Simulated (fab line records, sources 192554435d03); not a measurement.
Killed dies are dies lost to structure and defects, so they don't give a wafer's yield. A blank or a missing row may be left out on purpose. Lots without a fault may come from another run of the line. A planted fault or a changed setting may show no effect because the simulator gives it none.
Which tool did it? | flow n5_finfet | 10 lots, 30 wafers sampled, at 4 steps of a route of 1938

WHAT THE GAUGES READ, wafer by wafer
N5_BEOL_M11_CD_MEAS_28: target cd 70 nm.
lot  | measured     | on        | cd_nm (nm)
L293 | day 11 02:31 | cd_sem-02 | 70.5 68.5 69.8
L296 | day 11 16:53 | cd_sem-01 | 71.1 70.9 71.6
L298 | day 12 16:26 | cd_sem-01 | 70.4 71.0 72.2
L302 | day 13 12:08 | cd_sem-02 | 70.4 70.3 70.7
L304 | day 13 23:40 | cd_sem-03 | 68.9 67.4 70.1
L307 | day 14 16:41 | cd_sem-02 | 70.3 70.6 70.4
L309 | day 14 22:19 | cd_sem-02 | 70.7 70.9 70.5
L306 | day 15 09:03 | cd_sem-02 | 74.0 75.2 75.8
L311 | day 16 18:34 | cd_sem-03 | 73.0 73.2 74.9
L315 | day 17 16:02 | cd_sem-01 | 71.5 69.5 69.4

WHICH TOOL RAN EACH LOT (tool, then ch and the chambers of the sampled wafers, then the start)
lot  | N5_BEOL_M11_STRIP_67               | N5_BEOL_M11_HM_OPEN_17            | N5_BEOL_M11_EXPOSE_25
L293 | rie_diel-04 ch 0,1,2, day 11 00:01 | rie_metal-02 ch 0,1, day 11 00:03 | arfi_scanner-01 ch 0, day 11 02:23
L296 | rie_diel-03 ch 0,1, day 11 15:35   | rie_metal-01 ch 0,1, day 11 15:39 | arfi_scanner-01 ch 0, day 11 16:46
L298 | rie_diel-05 ch 1,2, day 12 15:28   | rie_metal-01 ch 0, day 12 15:31   | arfi_scanner-02 ch 0, day 12 16:19
L302 | rie_diel-05 ch 0,3, day 13 10:41   | rie_metal-03 ch 0,1, day 13 10:44 | arfi_scanner-02 ch 0, day 13 12:00
L304 | rie_diel-04 ch 0,1,2, day 13 22:56 | rie_metal-03 ch 0,1, day 13 22:58 | arfi_scanner-01 ch 0, day 13 23:31
L307 | rie_diel-03 ch 0,3, day 14 14:47   | rie_metal-01 ch 0,1, day 14 14:50 | arfi_scanner-02 ch 0, day 14 16:33
L309 | rie_diel-04 ch 0,2,3, day 14 18:50 | rie_metal-02 ch 0, day 14 18:52   | arfi_scanner-01 ch 0, day 14 22:11
L306 | rie_diel-05 ch 1,2, day 15 05:29   | rie_metal-01 ch 0, day 15 05:31   | arfi_scanner-01 ch 0, day 15 08:55
L311 | rie_diel-04 ch 1,2, day 16 15:47   | rie_metal-02 ch 1, day 16 15:50   | arfi_scanner-01 ch 0, day 16 18:26
L315 | rie_diel-04 ch 1,2,3, day 17 15:19 | rie_metal-03 ch 0,1, day 17 15:22 | arfi_scanner-03 ch 0, day 17 15:55
- N5_BEOL_M11_STRIP_67: strips in CF4.
- N5_BEOL_M11_HM_OPEN_17: chemistry Cl2/BCl3, target TiN, target depth 20 nm, overetch 6 nm.
- N5_BEOL_M11_EXPOSE_25: exposes mask V10.

THE ANSWER, worked out from the rows above alone
Rule: what is usual is taken from the lots themselves. Put in order of their means at a reading, lots are off if they are a third of the lots or fewer, leave a main group of 4 or more, and stand apart from it by a gap of 3 or more times the standard deviation of the main group's means; of several such gaps the widest counts. A main group whose means are all the same, to the digits that the tables above print for the reading, isn't used. A lot without any number at a reading at which 4 lots or more have one is off too. The other lots that the step has rows for count as sound.
Off: L306, L311, at N5_BEOL_M11_CD_MEAS_28 (cd_nm). The main group: mean 70.3 nm, standard deviation 0.76.
A tool fits if, at a process step before that reading, it ran every lot that is off, and no sound lot after the first of them. The gauges at N5_BEOL_M11_CD_MEAS_28 are tried like those tools. One fits: arfi_scanner-01 at N5_BEOL_M11_EXPOSE_25. Its last sound lot is L309 (day 14 22:11), its first lot that is off L306 (day 15 08:55): a fault that began between those two fits.

WHAT THE SIMULATOR HAD PUT IN
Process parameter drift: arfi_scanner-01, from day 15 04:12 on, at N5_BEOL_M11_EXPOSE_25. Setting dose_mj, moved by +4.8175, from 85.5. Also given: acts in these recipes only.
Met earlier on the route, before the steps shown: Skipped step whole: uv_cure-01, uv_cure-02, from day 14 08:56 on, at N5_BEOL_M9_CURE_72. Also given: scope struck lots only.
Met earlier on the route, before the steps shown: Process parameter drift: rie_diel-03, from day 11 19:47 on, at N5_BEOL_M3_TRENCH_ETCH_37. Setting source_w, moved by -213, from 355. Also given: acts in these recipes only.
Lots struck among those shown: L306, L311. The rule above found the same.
